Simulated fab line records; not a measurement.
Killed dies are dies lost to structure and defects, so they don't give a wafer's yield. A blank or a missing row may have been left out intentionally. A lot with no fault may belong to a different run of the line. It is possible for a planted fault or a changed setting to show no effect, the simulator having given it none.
fab line records | flow n5_finfet
[record] lots = 7 | wafers = 21
route steps=1938 shown BEOL_M5@1120 BEOL_M6@1239 BEOL_M8@1335
start_h: start of the lot's first displayed wafer, in hours after the record's first day | wait_h: time in hours since the lot's previous step | " as in the row above | L1.1+2: a single row standing in for several wafers | - no value, or no start given | * or withheld: withheld | < > ~ a bound
route shown NAME@n: names a module that has steps shown in the file, with the first one's number in the route | usual: mean/standard deviation of fault-free wafers | same: alike in all rows | chamber/n: place in a boat | sites: per-site readings | _std_site: standard deviation across them | _edge_site: the outer-site mean with the inner-site mean subtracted | radius_mm: how far each site lies from the wafer's centre | mask NAME#n: copy n | behind: the most recent tool/chamber to have shaped the wafer | hold: the reason the lot was held/the length of the hold in hours/how it ended | device: the n, p or np transistor that did not switch | end of line: the route-end tests of the same wafers | a step with no rows: only its recipe | killed: dies lost to structure and defects at the first sort, not the wafer's yield | map: a wafer's dies, x killed, . not, _ none there
set.NAME: the run value of the setting; set.NAME@STEP: its run value at that earlier step | model.NAME: the simulator's own value behind a step, which no gauge read
lots run with intentionally changed settings; tables by step, rows by wafer
[[steps]]
[step N5_BEOL_M5_COAT_05]
[recipe] resist = CAR-EUV | spin_rpm = 1500 | resist_thk_nm = 30
lot.wafer  | tool           | chamber | start_h | wait_h | set.spin_rpm | model.CAR-EUV_of_BEOL_M5_COAT_05.thk_nm
L076.2+4   | litho_track-03 | 0       | -       | -      | 1500         | 30
L076.5     | "              | 0       | "       | "      | 1500         | 29.8
L079.1     | litho_track-03 | 0       | -       | -      | 1406         | 31
L079.2+4   | "              | 0       | "       | "      | 1500         | 30
L083.3+4+5 | litho_track-04 | 0       | -       | -      | 1500         | 30.2
L088.1+4+5 | litho_track-04 | 0       | -       | -      | 1500         | 30
L089.1+2   | litho_track-04 | 0       | -       | -      | 1500         | 30.2
L089.4     | "              | 0       | "       | "      | 1500         | 30
L090.1+5   | litho_track-05 | 0       | -       | -      | 1422         | 30.8
L090.2     | "              | 0       | "       | "      | 1500         | 29.8
L092.1+4   | litho_track-03 | 0       | -       | -      | 1500         | 30
L092.3     | "              | 0       | "       | "      | 1611         | 28.8
[step N5_BEOL_M5_EBR_07]
[recipe] solvent = PGMEA | ebr_width_mm = 1.5
[step N5_BEOL_M5_SOFTBAKE_06]
[recipe] temp_c = 110 | time_s = 60 | resist = CAR-EUV
[step N5_BEOL_M5_EXPOSE_08]
[recipe] mask_id = M5 | na = 0.33 | source_shape = annular | sigma_inner = 0.4 | sigma_outer = 0.8 | polarization = unpolarized | target_cd_nm = 28 | dose_mj = 35.75
[step N5_BEOL_M5_PEB_09]
[recipe] peb_temp_c = 100 | peb_time_s = 60 | resist = CAR-EUV
[step N5_BEOL_M5_DEVELOP_10]
[recipe] develop_time_s = 30 | developer = TMAH | resist = CAR-EUV | rinse_liquid = surfactant_rinse | dry = air_spin | dev_temp_c = 23
lot.wafer  | tool           | chamber | start_h | wait_h | set.spin_rpm@BEOL_M5_COAT_05 | model.CAR-EUV_of_BEOL_M5_COAT_05.thk_nm
L076.2+4   | litho_track-05 | 0       | -       | -      | 1500                         | 29.6
L076.5     | "              | 0       | "       | "      | 1500                         | 29.4
L079.1     | litho_track-05 | 0       | -       | -      | 1406                         | 30.6
L079.2+4   | "              | 0       | "       | "      | 1500                         | 29.6
L083.3+4+5 | litho_track-05 | 0       | -       | -      | 1500                         | 29.6
L088.1+4+5 | litho_track-03 | 0       | -       | -      | 1500                         | 29.6
L089.1+2+4 | litho_track-03 | 0       | -       | -      | 1500                         | 29.6
L090.1     | litho_track-04 | 0       | -       | -      | 1422                         | 30.2
L090.2     | "              | 0       | "       | "      | 1500                         | 29.4
L090.5     | "              | 0       | "       | "      | 1422                         | 30.4
L092.1+4   | litho_track-04 | 0       | -       | -      | 1500                         | 29.6
L092.3     | "              | 0       | "       | "      | 1611                         | 28.4
[step N5_BEOL_M6_TRENCH_ETCH_37]
[recipe] chemistry = C4F6/O2 | target_depth_a = 944.35 | target = SiCOH_lowk | time_s = 31.5 | ion_energy_ev = 250 | pressure_mtorr = 30 | source_w = 345 | bias_w = 185 | Ar_flow_sccm = 300 | C4F6_flow_sccm = 10 | O2_flow_sccm = 10
[usual] rf_vpp_V = 668/5.5
lot.wafer | tool        | chamber | start_h | wait_h | set.bias_w | rf_vpp_V | model.etch.depth_nm | model.BEOL_M6.feature_depth_nm | model.TiN_of_BEOL_M6_HM_DEP_02.thk_nm
L076.2    | rie_diel-05 | 2       | -       | -      | 185        | 662      | 92.03               | 92                             | 17.4
L076.4    | "           | 3       | "       | "      | 185        | 666      | 93.51               | 93.6                           | 17.4
L076.5    | "           | 3       | "       | "      | 185        | 667      | 94.79               | 94.8                           | 17.4
L079.1    | rie_diel-05 | 3       | -       | -      | 185        | 666      | 93.3                | 93.2                           | 17.2
L079.2    | "           | 1       | "       | "      | 185        | 670      | 93.08               | 93                             | 17.2
L079.4    | "           | 2       | "       | "      | 185        | 660      | 92.05               | 92                             | 17.2
L083.3    | rie_diel-02 | 1       | -       | -      | 185        | 670      | 94.13               | 94.2                           | 17.4
L083.4    | "           | 0       | "       | "      | 208.4      | 742      | 99.69               | 99.6                           | 17
L083.5    | "           | 2       | "       | "      | 185        | 658      | 94.96               | 95                             | 17.2
L088.1    | rie_diel-05 | 3       | -       | -      | 185        | 665      | 94.63               | 94.6                           | 17.2
L088.4    | "           | 2       | "       | "      | 185        | 661      | 92.69               | 92.6                           | 17.4
L088.5    | "           | 1       | "       | "      | 215.8      | 755      | 98.55               | 98.6                           | 17
L089.1    | rie_diel-02 | 0       | -       | -      | 166.4      | 621      | 93.97               | 94                             | 17.2
L089.2    | "           | 2       | "       | "      | 185        | 657      | 96.74               | 96.8                           | 17.2
L089.4    | "           | 3       | "       | "      | 185        | 666      | 96.29               | 96.2                           | 17.2
L090.1    | rie_diel-02 | 1       | -       | -      | 152.1      | 574      | 88.94               | 89                             | 17.6
L090.2    | "           | 3       | "       | "      | 185        | 667      | 94.88               | 94.8                           | 17.2
L090.5    | "           | 3       | "       | "      | 152.1      | 571      | 89.48               | 89.4                           | 17.8
L092.1    | rie_diel-01 | 1       | -       | -      | 211.3      | 742      | 99.23               | 99.2                           | 16.8
L092.3    | "           | 2       | "       | "      | 211.3      | 741      | 97.84               | 97.8                           | 17
L092.4    | "           | 1       | "       | "      | 185        | 668      | 95.3                | 95.2                           | 17.4
[step N5_BEOL_M6_ETCH_41]
[recipe] chemistry = CH3F/O2 | target = SiCN | target_depth_a = 297 | taper_deg = 2 | time_s = 52 | ion_energy_ev = 120 | mask_material = TiN | pressure_mtorr = 30 | source_w = 395 | bias_w = 75 | Ar_flow_sccm = 150 | CH3F_flow_sccm = 30 | O2_flow_sccm = 20
[step N5_BEOL_M6_STRIP_80]
[recipe] chemistry = N2/H2 | time_s = 10 | power_w = 450 | temp_c = 40 | pressure_mtorr = 20 | rf_frequency_hz = 6e+07 | bias_power_w = 7 | n2_flow_sccm = 200 | h2_flow_sccm = 200
[step N5_BEOL_M6_OCD_MEAS_38]
[usual] trench_depth_nm = 94.4/1.4
lot.wafer | tool   | chamber | start_h | wait_h | set.bias_w@BEOL_M6_TRENCH_ETCH_37 | trench_depth_nm
L076.2    | ocd-01 | -       | 211.84  | -      | 185                               | 91.8
L076.4    | "      | -       | "       | "      | 185                               | 93.6
L076.5    | "      | -       | "       | "      | 185                               | 95.2
L079.1    | ocd-02 | -       | 229.40  | -      | 185                               | 92.9
L079.2    | "      | -       | "       | "      | 185                               | 93.4
L079.4    | "      | -       | "       | "      | 185                               | 92.4
L083.3    | ocd-02 | -       | 246.86  | -      | 185                               | 94.3
L083.4    | "      | -       | "       | "      | 208.4                             | 99.8
L083.5    | "      | -       | "       | "      | 185                               | 94.5
L088.1    | ocd-02 | -       | 285.46  | -      | 185                               | 94.6
L088.4    | "      | -       | "       | "      | 185                               | 93.0
L088.5    | "      | -       | "       | "      | 215.8                             | 98.6
L089.1    | ocd-02 | -       | 287.44  | -      | 166.4                             | 94.5
L089.2    | "      | -       | "       | "      | 185                               | 96.8
L089.4    | "      | -       | "       | "      | 185                               | 96.6
L090.1    | ocd-02 | -       | 290.77  | -      | 152.1                             | 89.2
L090.2    | "      | -       | "       | "      | 185                               | 94.5
L090.5    | "      | -       | "       | "      | 152.1                             | 89.8
L092.1    | ocd-01 | -       | 306.70  | -      | 211.3                             | 99.1
L092.3    | "      | -       | "       | "      | 211.3                             | 97.5
L092.4    | "      | -       | "       | "      | 185                               | 95.0
[step N5_BEOL_M6_ALD_77]
[recipe] material = TaN | target_thk_a = 20 | temp_c = 275 | ald_precursor_family = PDMAT | ald_co_reactant = NH3 | pressure_torr = 3 | carrier_flow_sccm = 1500 | pulse_time_s = 2 | purge_time_s = 3 | co_reactant_purge_time_s = 2 | co_reactant_pulse_time_s = 3 | ald_cycles = 40 | precursor_vessel_temp_c = 75 | precursor_vessel_pressure_torr = 26.25 | precursor_vessel_carrier_sccm = 1000
lot.wafer  | tool         | chamber | start_h | wait_h | set.ald_cycles | model.TaN_of_BEOL_M6_ALD_77.thk_nm
L076.2+4+5 | ald_metal-01 | 0,2,1   | 214.51  | 0.0    | 40             | 2
L079.1     | ald_metal-03 | 2       | 231.02  | 0.0    | 40             | 2
L079.2+4   | "            | 3,0     | "       | "      | 44             | 2.2
L083.3+4   | ald_metal-04 | 2,3     | 248.19  | 0.2    | 38             | 1.8
L083.5     | "            | 1       | "       | "      | 40             | 2
L088.1+4   | ald_metal-01 | 2,1     | 286.74  | 0.0    | 40             | 2
L088.5     | "            | 2       | "       | "      | 46             | 2.4
L089.1     | ald_metal-01 | 1       | 288.37  | 0.0    | 40             | 2
L089.2+4   | "            | 2       | "       | "      | 37             | 1.8
L090.1+5   | ald_metal-03 | 0,3     | 291.73  | 0.1    | 34             | 1.6
L090.2     | "            | 1       | "       | "      | 40             | 2
L092.1+3+4 | ald_metal-04 | 1,3,0   | 307.53  | 0.0    | 40             | 2
[step N5_BEOL_M6_SURFACE_TREAT_79]
[recipe] gas = Ar | time_s = * | ion_energy_ev = * | ion_current_ma_cm2 = 0.5 | pressure_mtorr = * | ar_flow_sccm = 30
[step N5_BEOL_M6_CVD_78]
[recipe] material = Co | target_thk_a = 20 | temp_c = withheld | precursor = CCTBA/H2 | pressure_torr = 30 | time_s = 142.3
[step N5_BEOL_M6_ECD_50]
[recipe] material = Cu | target_thk_a = 3000
[step N5_BEOL_M6_ANNEAL_51]
[recipe] temp_c = 225 | time_s = 90 | ambient = N2
[step N5_BEOL_M6_CMP_52]
[recipe] stop_on = SiCOH_lowk | t_overpolish_s = 6.9 | down_force_psi = 1 | platen_rpm = 50 | clearing_platen_down_force_psi = 1.5 | clearing_platen_rpm = 50 | post_cmp_clean = cu_alkaline | target_thk_nm = 80 | clearing_platen_pad_velocity_m_s = 0.99484 | pad_velocity_m_s = 0.99484
lot.wafer | tool   | chamber | start_h | wait_h | set.bias_w@BEOL_M6_TRENCH_ETCH_37 | model.Cu_of_BEOL_M6_ECD_50.thk_nm
L076.2    | cmp-02 | 3       | 215.61  | 0.3    | 185                               | 78
L076.4    | "      | 2       | "       | "      | 185                               | 80.8
L076.5    | "      | 0       | "       | "      | 185                               | 81.6
L079.1    | cmp-02 | 1       | 232.31  | 0.3    | 185                               | 77.4
L079.4    | "      | 2       | "       | "      | 185                               | 77
L079.2    | "      | 3       | "       | "      | 185                               | 78
L083.4    | cmp-01 | 2       | 249.44  | 0.1    | 208.4                             | 85.6
L083.3    | "      | 1       | "       | "      | 185                               | 77.8
L083.5    | "      | 2       | "       | "      | 185                               | 79.6
L088.4    | cmp-03 | 0       | 288.99  | 0.1    | 185                               | 77
L088.1    | "      | 2       | "       | "      | 185                               | 79
L088.5    | "      | 1       | "       | "      | 215.8                             | 83
L089.4    | cmp-03 | 0       | 291.19  | 0.1    | 185                               | 82.2
L089.2    | "      | 1       | "       | "      | 185                               | 82.8
L089.1    | "      | 3       | "       | "      | 166.4                             | 78.4
L090.1    | cmp-02 | 2       | 293.31  | 0.3    | 152.1                             | 75
L090.2    | "      | 1       | "       | "      | 185                               | 79.8
L090.5    | "      | 2       | "       | "      | 152.1                             | 74.8
L092.1    | cmp-02 | 0       | 308.76  | 0.3    | 211.3                             | 84.2
L092.4    | "      | 1       | "       | "      | 185                               | 82.2
L092.3    | "      | 2       | "       | "      | 211.3                             | 84.6
[step N5_BEOL_M6_THK_MEAS_53]
[recipe] thk_meas_gauge = xrf | reads = Cu_of_BEOL_M6_ECD_50
[usual] M6_THK = 80.4/1.6
lot.wafer | tool          | chamber | start_h | wait_h | set.bias_w@BEOL_M6_TRENCH_ETCH_37 | M6_THK[nm]
L076.2    | film_metro-02 | -       | 215.91  | -      | 185                               | 78.5
L076.4    | "             | -       | "       | "      | 185                               | 80.9
L076.5    | "             | -       | "       | "      | 185                               | 82.1
L079.1    | film_metro-02 | -       | 232.57  | -      | 185                               | 78.0
L079.2    | "             | -       | "       | "      | 185                               | 78.8
L079.4    | "             | -       | "       | "      | 185                               | 77.1
L083.3    | film_metro-01 | -       | 249.74  | -      | 185                               | 78.5
L083.4    | "             | -       | "       | "      | 208.4                             | 86.5
L083.5    | "             | -       | "       | "      | 185                               | 80.3
L088.1    | film_metro-01 | -       | 289.28  | -      | 185                               | 79.6
L088.4    | "             | -       | "       | "      | 185                               | 77.3
L088.5    | "             | -       | "       | "      | 215.8                             | 83.1
L089.1    | film_metro-01 | -       | 291.48  | -      | 166.4                             | 79.3
L089.2    | "             | -       | "       | "      | 185                               | 83.5
L089.4    | "             | -       | "       | "      | 185                               | 83.1
L090.1    | film_metro-01 | -       | 293.61  | -      | 152.1                             | 76.0
L090.2    | "             | -       | "       | "      | 185                               | 80.8
L090.5    | "             | -       | "       | "      | 152.1                             | 75.7
L092.1    | film_metro-01 | -       | 309.02  | -      | 211.3                             | 85.0
L092.3    | "             | -       | "       | "      | 211.3                             | 85.0
L092.4    | "             | -       | "       | "      | 185                               | 82.7
[step N5_BEOL_M6_PRE_CLEAN_55]
[recipe] gas = NH3 | time_s = 15 | temp_c = withheld | rf_power_w = 300
[step N5_BEOL_M6_DEP_56]
[recipe] material = SiCN | target_thk_a = 100 | temp_c = withheld | precursor = 3MS/NH3 | pressure_torr = 3 | rf_w = 202 | time_s = 17.5
[step N5_BEOL_M6_RS_MEAS_57]
[recipe] thk_meas_gauge = four-point-probe | reads = Cu_of_BEOL_M6_ECD_50+Co_of_BEOL_M6_CVD_78+TaN_of_BEOL_M6_ALD_77
[usual] M6_RS = 0.287/0.0064
lot.wafer | tool          | chamber | start_h | wait_h | set.bias_w@BEOL_M6_TRENCH_ETCH_37 | M6_RS[ohm/sq]
L076.2    | film_metro-01 | -       | 216.04  | 0.1    | 185                               | 0.294
L076.4    | "             | -       | "       | "      | 185                               | 0.283
L076.5    | "             | -       | "       | "      | 185                               | 0.280
L079.1    | film_metro-01 | -       | 232.70  | 0.1    | 185                               | 0.297
L079.2    | "             | -       | "       | "      | 185                               | 0.295
L079.4    | "             | -       | "       | "      | 185                               | 0.300
L083.3    | film_metro-01 | -       | 249.87  | 0.1    | 185                               | 0.296
L083.4    | "             | -       | "       | "      | 208.4                             | 0.264
L083.5    | "             | -       | "       | "      | 185                               | 0.288
L088.1    | film_metro-01 | -       | 289.41  | 0.1    | 185                               | 0.291
L088.4    | "             | -       | "       | "      | 185                               | 0.300
L088.5    | "             | -       | "       | "      | 215.8                             | 0.274
L089.1    | film_metro-01 | -       | 291.61  | 0.1    | 166.4                             | 0.293
L089.2    | "             | -       | "       | "      | 185                               | 0.275
L089.4    | "             | -       | "       | "      | 185                               | 0.277
L090.1    | film_metro-01 | -       | 293.74  | 0.1    | 152.1                             | 0.308
L090.2    | "             | -       | "       | "      | 185                               | 0.287
L090.5    | "             | -       | "       | "      | 152.1                             | 0.310
L092.1    | film_metro-02 | -       | 309.15  | 0.1    | 211.3                             | 0.270
L092.3    | "             | -       | "       | "      | 211.3                             | 0.269
L092.4    | "             | -       | "       | "      | 185                               | 0.278
[step N5_BEOL_M8_PECVD_70]
[recipe] material = SiO2 | target_thk_a = 200 | temp_c = 400 | precursor = TEOS/O2 | pressure_torr = 5.5 | rf_w = 450 | teos_flow_sccm = 53.8 | gas = O2 | flow_sccm = 3000 | time_s = 22.7
lot.wafer | tool     | chamber | start_h | wait_h | set.temp_c | model.SiO2_of_BEOL_M8_PECVD_70.thk_nm
L076.2+4  | pecvd-02 | 0,2     | 224.07  | 0.0    | 400        | 19.8
L076.5    | "        | 0       | "       | "      | 400        | 20
L079.1+2  | pecvd-03 | 1,2     | 244.86  | 0.0    | 400        | 20
L079.4    | "        | 1       | "       | "      | 400        | 20.4
L083.3+5  | pecvd-02 | 2       | 256.32  | 0.0    | 400        | 19.8
L083.4    | "        | 0       | "       | "      | 400        | 20.2
L088.1    | pecvd-02 | 2       | 296.31  | 0.0    | 400        | 19.6
L088.4    | "        | 1       | "       | "      | 400        | 20
L088.5    | "        | 0       | "       | "      | 405.5      | 19.4
L089.1    | pecvd-02 | 2       | 298.64  | 0.0    | 400        | 19.8
L089.2    | "        | 0       | "       | "      | 400        | 20
L089.4    | "        | 1       | "       | "      | 412.2      | 18.2
L090.1    | pecvd-02 | 1       | 299.89  | 0.0    | 407.6      | 19
L090.2    | "        | 2       | "       | "      | 407.6      | 19.2
L090.5    | "        | 2       | "       | "      | 400        | 20.2
L092.1    | pecvd-02 | 2       | 319.31  | 0.0    | 413.7      | 18
L092.3    | "        | 1       | "       | "      | 413.7      | 17.8
L092.4    | "        | 0       | "       | "      | 400        | 20
[step N5_BEOL_M8_EXPOSE_08]
[recipe] mask_id = M8 | na = 1.35 | source_shape = dipole | sigma_inner = 0.817 | sigma_outer = 0.97 | polarization = te | dose_mj = 68.25
lot.wafer  | tool            | chamber | start_h | wait_h | mask | set.dose_mj
L076.2+4+5 | arfi_scanner-02 | 0       | 226.91  | -      | M8#0 | 68.25
L079.1+4   | arfi_scanner-01 | 0       | 246.32  | -      | M8#0 | 68.25
L079.2     | "               | 0       | "       | "      | M8#0 | 64.94
L083.3+4+5 | arfi_scanner-03 | 0       | 257.56  | -      | M8#0 | 68.25
L088.1+4+5 | arfi_scanner-01 | 0       | 297.11  | -      | M8#0 | 68.25
L089.1     | arfi_scanner-02 | 0       | 299.62  | -      | M8#0 | 64.01
L089.2+4   | "               | 0       | "       | "      | M8#0 | 68.25
L090.1+2   | arfi_scanner-03 | 0       | 301.68  | -      | M8#0 | 68.25
L090.5     | "               | 0       | "       | "      | M8#0 | 71.5
L092.1+3+4 | arfi_scanner-01 | 0       | 322.93  | -      | M8#0 | 68.25
[[key]]
[split] step = N5_BEOL_M5_COAT_05 | setting = spin_rpm | stated = 1500 | by = wafer
[response] step = N5_BEOL_M5_COAT_05 | reading = model.CAR-EUV_of_BEOL_M5_COAT_05.thk_nm | change = -0.168 | per = 1% | r = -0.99
[response] step = N5_BEOL_M5_DEVELOP_10 | reading = model.CAR-EUV_of_BEOL_M5_COAT_05.thk_nm | change = -0.164 | per = 1% | r = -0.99
[split] step = N5_BEOL_M6_TRENCH_ETCH_37 | setting = bias_w | stated = 185 | by = wafer
[response] step = N5_BEOL_M6_TRENCH_ETCH_37 | reading = rf_vpp_V | change = +5.34 | per = 1% | r = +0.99
[response] step = N5_BEOL_M6_TRENCH_ETCH_37 | reading = model.etch.depth_nm | change = +0.302 | per = 1% | r = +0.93
[response] step = N5_BEOL_M6_TRENCH_ETCH_37 | reading = model.BEOL_M6.feature_depth_nm | change = +0.301 | per = 1% | r = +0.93
[response] step = N5_BEOL_M6_TRENCH_ETCH_37 | reading = model.TiN_of_BEOL_M6_HM_DEP_02.thk_nm | change = -0.0235 | per = 1% | r = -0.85
[response] step = N5_BEOL_M6_OCD_MEAS_38 | reading = trench_depth_nm | change = +0.289 | per = 1% | r = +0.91
[response] step = N5_BEOL_M6_CMP_52 | reading = model.Cu_of_BEOL_M6_ECD_50.thk_nm | change = +0.312 | per = 1% | r = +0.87
[response] step = N5_BEOL_M6_THK_MEAS_53 | reading = M6_THK | change = +0.312 | per = 1% | r = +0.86
[response] step = N5_BEOL_M6_RS_MEAS_57 | reading = M6_RS | change = -0.00132 | per = 1% | r = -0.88
[split] step = N5_BEOL_M6_ALD_77 | setting = ald_cycles | stated = 40 | by = wafer
[response] step = N5_BEOL_M6_ALD_77 | reading = model.TaN_of_BEOL_M6_ALD_77.thk_nm | change = +0.0261 | per = 1% | r = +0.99
[split] step = N5_BEOL_M8_PECVD_70 | setting = temp_c | stated = 400 | by = wafer
[response] step = N5_BEOL_M8_PECVD_70 | reading = model.SiO2_of_BEOL_M8_PECVD_70.thk_nm | change = -0.566 | per = 1% | r = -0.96
[split] step = N5_BEOL_M8_EXPOSE_08 | setting = dose_mj | stated = 68.25 | by = wafer
response none in this file
